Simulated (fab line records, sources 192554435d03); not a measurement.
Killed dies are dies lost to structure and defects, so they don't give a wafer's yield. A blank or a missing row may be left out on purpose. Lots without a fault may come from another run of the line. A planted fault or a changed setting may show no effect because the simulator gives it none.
fab line records | flow n5_finfet
record lots=6 wafers=18 last_day=16
route steps=1938 shown SD_EPI_N@262 BEOL_M4@1111
lots that met no fault: from a run of the same line without faults
start_h: hours from the record's first day to the start of the lot's first wafer shown | wait_h: hours since the lot's step before | " the same as in the row above | L1.1+2: a row that stands for several wafers | - no value, or no start given | * or withheld: withheld | < > ~ a bound
route shown NAME@n: a module of which the file shows steps, and the number in the route of the first | usual: mean/standard deviation of fault-free wafers | same: alike in all rows | chamber/n: place in a boat | sites: the reading at each site | _std_site: their standard deviation | _edge_site: outer sites' mean less inner sites' | radius_mm: how far each site lies from the wafer's centre | mask NAME#n: copy n | behind: the tool/chamber that last shaped the wafer | hold: why the lot was held/for how many hours/how that ended | device: the transistor (n, p or np) that didn't switch | end of line: the same wafers' tests at the end of the route | a step without rows: its recipe alone | killed: dies lost to structure and defects at the first sort, not the wafer's yield | map: a wafer's dies, x killed, . not, _ none there
set.NAME: the setting as run; set.NAME@STEP: as run at that earlier step | model.NAME: the simulator's own value behind a step, which no gauge read
lots at some steps of the route; a table a step, a row a wafer
services: from which hour (start_h, from the record's first day; less than 0 if before it) a tool's chamber was out of use, for how many hours, and why
## steps
# step N5_SD_EPI_N_COAT_32
# recipe resist=SOC temp_c=250 time_s=60 spin_rpm=1500 resist_thk_nm=350
# step N5_SD_EPI_N_COAT_33
# recipe resist=SiARC temp_c=220 time_s=60 spin_rpm=1500 resist_thk_nm=35
# step N5_SD_EPI_N_COAT_03
# recipe resist=CAR-ArF-block spin_rpm=1500 resist_thk_nm=150
# step N5_SD_EPI_N_EBR_05
# recipe solvent=PGMEA ebr_width_mm=1.5
# step N5_SD_EPI_N_SOFTBAKE_04
# recipe temp_c=110 time_s=60 resist=CAR-ArF-block
# step N5_SD_EPI_N_EXPOSE_06
# recipe mask_id=SD_N_BLK na=1.35 source_shape=conventional sigma_outer=0.8 polarization=unpolarized target_cd_nm=120 dose_mj=39.75
# step N5_SD_EPI_N_PEB_07
# recipe peb_temp_c=110 peb_time_s=60 resist=CAR-ArF-block
# step N5_SD_EPI_N_DEVELOP_08
# recipe develop_time_s=30 developer=TMAH resist=CAR-ArF-block dev_temp_c=23 rinse_liquid=diw dry=air_spin
# step N5_SD_EPI_N_CD_MEAS_09
# recipe target_cd_nm=120 landing_energy_ev=500 detector=se_inlens
# usual cd_nm=120.0/0.6
# columns lot.wafer tool chamber start_h wait_h cd_nm
L790.2 cd_sem-02 0 57.15 - 120.4
L790.4 " 0 " " 120.5
L790.5 " 0 " " 119.6
L798.1 cd_sem-02 0 106.09 - 120.9
L798.2 " 0 " " 120.8
L798.3 " 0 " " 121.1
L801.4 cd_sem-02 0 124.92 - 119.6
L801.5 " 0 " " 119.3
L801.6 " 0 " " 119.0
L803.2 cd_sem-02 0 133.17 - 118.6
L803.3 " 0 " " 118.8
L803.5 " 0 " " 119.5
L804.1 cd_sem-01 0 138.82 - 120.3
L804.4 " 0 " " 120.5
L804.6 " 0 " " 119.8
L808.2 cd_sem-03 0 167.89 - 120.5
L808.3 " 0 " " 119.6
L808.5 " 0 " " 120.5
# step N5_SD_EPI_N_OVL_MEAS_10
# recipe points_per_wafer=44
# usual SD_N_BLK_OVL=0.3/0.69
# columns lot.wafer tool chamber start_h wait_h SD_N_BLK_OVL[nm]
L790.2 overlay-01 0 57.18 0.0 -0.2
L790.4 " 0 " " 0.0
L790.5 " 0 " " -0.5
L798.1 overlay-02 0 106.12 0.0 0.1
L798.2 " 0 " " 0.5
L798.3 " 0 " " 0.1
L801.4 overlay-02 0 124.95 0.0 1.1
L801.5 " 0 " " 0.8
L801.6 " 0 " " 0.3
L803.2 overlay-01 0 133.20 0.0 -0.1
L803.3 " 0 " " 0.6
L803.5 " 0 " " 1.2
L804.1 overlay-01 0 138.85 0.0 -0.3
L804.4 " 0 " " 0.4
L804.6 " 0 " " 0.7
L808.2 overlay-02 0 167.92 0.0 1.2
L808.3 " 0 " " -1.0
L808.5 " 0 " " -0.1
# step N5_SD_EPI_N_INSPECT_11
# recipe mode=adi inspect_instrument=macro
# usual raw_defect_count=1.9/1.4
# columns lot.wafer tool chamber start_h wait_h raw_defect_count
L790.2 defect_inspect-02 - 57.20 0.0 2
L790.4 " - " " 1
L790.5 " - " " 2
L798.1 defect_inspect-02 - 106.14 0.0 1
L798.2 " - " " 2
L798.3 " - " " 2
L801.4 defect_inspect-02 - 124.98 0.0 2
L801.5 " - " " 2
L801.6 " - " " 2
L803.2 defect_inspect-02 - 133.22 0.0 2
L803.3 " - " " 0
L803.5 " - " " 1
L804.1 defect_inspect-01 - 138.87 0.0 1
L804.4 " - " " 1
L804.6 " - " " 5
L808.2 defect_inspect-02 - 167.94 0.0 2
L808.3 " - " " 1
L808.5 " - " " 4
# step N5_SD_EPI_N_DESCUM_14
# recipe chemistry=O2 time_s=7.9 source_power_w=50 bias_power_w=20 pressure_mtorr=20 rf_frequency_hz=2.712e+07 temp_c=40 resist=CAR-ArF-block o2_flow_sccm=225
# usual drypump_motor_current_A=5.8/0.46 oes_product_au=0.76/0.082 rf_vpp_V=243.4/1.5 showerhead_plenum_p_Torr=2.11/0.08 throttle_valve_pct=20.45/0.26
# same time_s=7.9
# columns lot.wafer tool chamber start_h wait_h drypump_motor_current_A oes_product_au rf_hours_counter_h rf_vpp_V showerhead_plenum_p_Torr throttle_valve_pct
L790.2 rie_diel-05 1 57.24 0.0 5.2 0.88 31 243.1 2.14 20.62
L790.4 " 2 " " 5.5 0.69 228 241.4 1.98 20.63
L790.5 " 0 " " 5.9 0.67 - 242.2 2.06 20.37
L798.1 rie_diel-05 2 106.18 0.0 5.5 0.67 245 240.9 1.98 20.66
L798.2 " 3 " " 4.9 0.72 167 244.9 2.16 20.36
L798.3 " 1 " " 5.2 0.85 48 243.4 2.13 20.66
L801.4 rie_diel-05 3 125.07 0.1 4.8 0.71 - 246.5 2.16 20.36
L801.5 " 1 " " 5.2 0.86 - 243.4 2.13 20.67
L801.6 " 0 " " 5.9 0.98 - 242.9 2.05 19.97
L803.2 rie_diel-06 3 133.32 0.1 5.7 0.92 17 243.7 2.22 20.19
L803.3 " 1 " " 5.9 0.68 235 242.4 1.97 20.89
L803.5 " 3 " " 5.7 0.92 - 246.6 2.22 20.17
L804.1 rie_diel-06 3 138.97 0.1 5.8 0.92 18 245.0 2.22 20.19
L804.4 " 1 " " 5.9 0.67 - 242.0 1.97 20.90
L804.6 " 0 " " 5.8 0.70 - 242.7 2.08 20.85
L808.2 rie_diel-06 0 167.98 0.0 5.8 0.68 229 243.3 2.07 20.87
L808.3 " 1 " " 5.9 0.67 249 240.5 1.96 20.91
L808.5 " 2 " " 5.1 0.72 - 241.0 2.01 20.84
# step N5_SD_EPI_N_ETCH_34
# recipe chemistry=CF4 target=SiARC target_depth_a=455 mask_material=CAR-ArF-block time_s=75.8 ion_energy_ev=80 pressure_mtorr=40 source_w=545 bias_w=36 Ar_flow_sccm=100 cf4_flow_sccm=100 ends=cleared
# usual drypump_motor_current_A=5.8/0.46 etch_rf_on_time_s=76.0/1.2 oes_product_au=0.65/0.07 rf_vpp_V=184.3/1.3 showerhead_plenum_p_Torr=2.15/0.077 throttle_valve_pct=15.64/0.26
# columns lot.wafer tool chamber start_h wait_h drypump_motor_current_A etch_rf_on_time_s oes_product_au rf_hours_counter_h rf_vpp_V showerhead_plenum_p_Torr throttle_valve_pct
L790.2 rie_diel-05 1 57.27 0.0 5.2 75.3 0.76 31 185.0 2.18 15.72
L790.4 " 2 " " 5.6 77.0 0.59 228 182.2 2.03 15.85
L790.5 " 0 " " 5.9 76.3 0.57 - 182.5 2.11 15.63
L798.1 rie_diel-05 2 106.21 0.0 5.6 106.0 0.50 245 183.7 2.03 15.90
L798.2 " 3 " " 4.9 104.9 0.54 167 185.2 2.22 15.66
L798.3 " 1 " " 5.2 101.7 0.63 48 182.8 2.18 15.77
L801.4 rie_diel-05 3 125.11 0.0 4.9 104.5 0.53 - 185.1 2.22 15.68
L801.5 " 1 " " 5.2 101.9 0.62 - 185.2 2.18 15.79
L801.6 " 0 " " 5.9 99.9 0.72 - 183.1 2.10 15.15
L803.2 rie_diel-06 3 133.36 0.0 5.8 74.1 0.79 17 186.3 2.27 15.37
L803.3 " 1 " " 5.9 76.6 0.58 235 183.5 2.03 16.17
L803.5 " 3 " " 5.7 73.9 0.79 - 184.3 2.27 15.35
L804.1 rie_diel-06 3 139.01 0.0 5.7 73.8 0.77 18 186.3 2.27 15.36
L804.4 " 1 " " 5.9 75.7 0.58 - 181.5 2.03 16.17
L804.6 " 0 " " 5.8 75.4 0.59 - 184.7 2.11 15.95
L808.2 rie_diel-06 0 168.01 0.0 5.8 76.9 0.57 229 184.6 2.11 15.99
L808.3 " 1 " " 5.9 76.3 0.57 249 182.2 2.03 16.18
L808.5 " 2 " " 5.1 76.7 0.61 - 183.0 2.05 15.92
# step N5_SD_EPI_N_ETCH_35
# recipe chemistry=N2/H2 target=SOC overetch_a=1080 mask_material=SiARC temp_c=40 ion_energy_ev=100 source_w=3000 bias_w=133 pressure_mtorr=20 time_s=486 n2_flow_sccm=200 h2_flow_sccm=200
# usual drypump_motor_current_A=5.8/0.47 oes_product_au=0.68/0.069 rf_vpp_V=240.9/1.5 showerhead_plenum_p_Torr=2.56/0.097 throttle_valve_pct=23.9/0.34
# same time_s=486
# columns lot.wafer tool chamber start_h wait_h drypump_motor_current_A oes_product_au rf_hours_counter_h rf_vpp_V showerhead_plenum_p_Torr throttle_valve_pct
L790.2 rie_diel-05 1 57.33 0.0 5.2 0.79 31 241.8 2.60 24.1
L790.4 " 2 " " 5.6 0.62 228 238.7 2.41 23.9
L790.5 " 0 " " 5.9 0.61 - 240.1 2.49 23.9
L798.1 rie_diel-05 2 106.27 0.0 5.6 0.60 245 237.9 2.40 23.9
L798.2 " 3 " " 4.8 0.65 167 242.7 2.65 23.8
L798.3 " 1 " " 5.2 0.77 48 241.2 2.59 24.2
L801.4 rie_diel-05 3 125.30 0.2 4.9 0.64 - 242.2 2.65 23.8
L801.5 " 1 " " 5.2 0.76 - 240.3 2.59 24.2
L801.6 " 0 " " 5.9 0.86 - 240.5 2.49 23.5
L803.2 rie_diel-06 3 133.41 0.0 5.8 0.82 17 244.5 2.70 23.7
L803.3 " 1 " " 5.9 0.61 235 238.7 2.40 24.7
L803.5 " 3 " " 5.8 0.81 - 242.9 2.70 23.7
L804.1 rie_diel-06 3 139.06 0.0 5.7 0.81 18 241.4 2.70 23.8
L804.4 " 1 " " 5.9 0.61 - 238.3 2.40 24.7
L804.6 " 0 " " 5.8 0.62 - 241.1 2.51 24.3
L808.2 rie_diel-06 0 168.07 0.0 5.8 0.62 229 241.3 2.51 24.3
L808.3 " 1 " " 5.9 0.61 249 239.7 2.40 24.7
L808.5 " 2 " " 5.1 0.65 - 238.3 2.42 24.2
# step N5_BEOL_M4_RC_MEAS_101
# usual DIBL_N=35.9/1.4 DIBL_P=35.9/1.7 IOFF_N=0.155/0.023 IOFF_P=0.201/0.029 ION_N=672/8.8 ION_P=460/7 SS_N=71.6/0.48 SS_P=73.1/0.64 VT_N=250.0/3 VT_P=-251.6/3
# columns lot.wafer tool chamber start_h wait_h DIBL_N[mV/V] DIBL_P[mV/V] IOFF_N[nA/um] IOFF_P[nA/um] ION_N[uA/um] ION_P[uA/um] SS_N[mV/dec] SS_P[mV/dec] VT_N[mV] VT_P[mV]
L790.2 prober-02 0 173.10 0.2 35.9 35.7 0.154 0.217 671 463 71.3 72.8 249.9 -249.3
L790.4 " 0 " " 37.4 38.3 0.190 0.258 680 468 71.8 72.9 246.4 -244.6
L790.5 " 0 " " 35.1 34.7 0.142 0.203 663 465 71.0 72.5 253.2 -247.8
L798.1 prober-02 0 233.99 0.0 33.5 31.5 0.124 0.159 658 452 71.5 71.5 253.0 -254.3
L798.2 " 0 " " 34.7 33.8 0.136 0.188 671 452 71.3 72.6 249.6 -253.2
L798.3 " 0 " " 32.9 31.2 0.108 0.149 666 457 70.2 71.6 252.9 -253.7
L801.4 prober-02 0 245.94 0.5 36.8 35.7 0.147 0.197 664 453 71.8 73.1 249.5 -252.6
L801.5 " 0 " " 36.0 34.5 0.139 0.184 669 463 71.3 72.6 252.9 -253.6
L801.6 " 0 " " 38.1 36.3 0.165 0.204 677 457 71.8 72.6 250.8 -250.2
L803.2 prober-01 0 252.21 0.2 36.8 36.7 0.185 0.249 686 468 71.7 73.3 244.7 -246.1
L803.3 " 0 " " 36.7 36.6 0.178 0.247 675 466 71.5 73.5 247.9 -248.8
L803.5 " 0 " " 36.7 36.6 0.183 0.241 679 472 72.0 72.8 245.7 -248.7
L804.1 prober-02 0 274.33 0.0 36.0 36.6 0.150 0.225 664 461 71.5 73.4 249.7 -246.4
L804.4 " 0 " " 35.9 36.3 0.149 0.228 679 474 70.9 73.1 250.8 -247.4
L804.6 " 0 " " 36.1 37.4 0.154 0.236 666 459 71.6 73.0 252.0 -248.6
L808.2 prober-01 0 287.10 0.2 34.0 34.7 0.131 0.174 676 460 71.5 72.6 251.9 -253.8
L808.3 " 0 " " 35.0 36.3 0.146 0.193 669 458 71.9 73.5 250.7 -253.0
L808.5 " 0 " " 34.5 34.6 0.133 0.170 661 452 71.6 72.5 252.8 -253.6
## services
# columns tool chamber start_h hours kind
rie_diel-05 1 40.94 2.4 repair
rie_diel-06 3 40.94 4.9 repair
rie_diel-06 3 51.35 - clean
rie_diel-06 3 51.35 - consumable_replace:focus_ring
rie_diel-06 3 51.35 - consumable_replace:showerhead
rie_diel-06 3 51.35 26.0 scheduled_down
rie_diel-06 3 51.35 26.0 vent_cycle
rie_diel-05 2 52.94 3.9 repair
rie_diel-06 0 52.95 4.0 repair
rie_diel-06 0 71.63 6.5 repair
rie_diel-05 3 85.44 2.8 repair
rie_diel-05 0 97.85 - clean
rie_diel-05 0 97.85 - consumable_replace:focus_ring
rie_diel-05 0 97.85 20.0 scheduled_down
rie_diel-05 0 97.85 20.0 vent_cycle
rie_diel-06 1 99.50 6.9 repair
rie_diel-05 2 118.45 - clean
rie_diel-05 2 118.45 - consumable_replace:focus_ring
rie_diel-05 2 118.45 - consumable_replace:showerhead
rie_diel-05 2 118.45 17.9 scheduled_down
rie_diel-05 2 118.45 17.9 vent_cycle
## key
first_sign step=N5_SD_EPI_N_ETCH_34 reading=etch_rf_on_time_s direction=up sigmas=22 usual=* struck=*
effect none on later readings
met_at N5_SD_EPI_N_ETCH_34
struck_wafers L798.1,L798.2,L798.3,L801.4,L801.5,L801.6
onset_between 57.27 106.21
fault kind=process_parameter_drift tool=rie_diel-05 chamber=- onset_h=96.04 steps=N5_SD_EPI_N_ETCH_34 channel=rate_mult offset=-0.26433 shape=step end_h=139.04
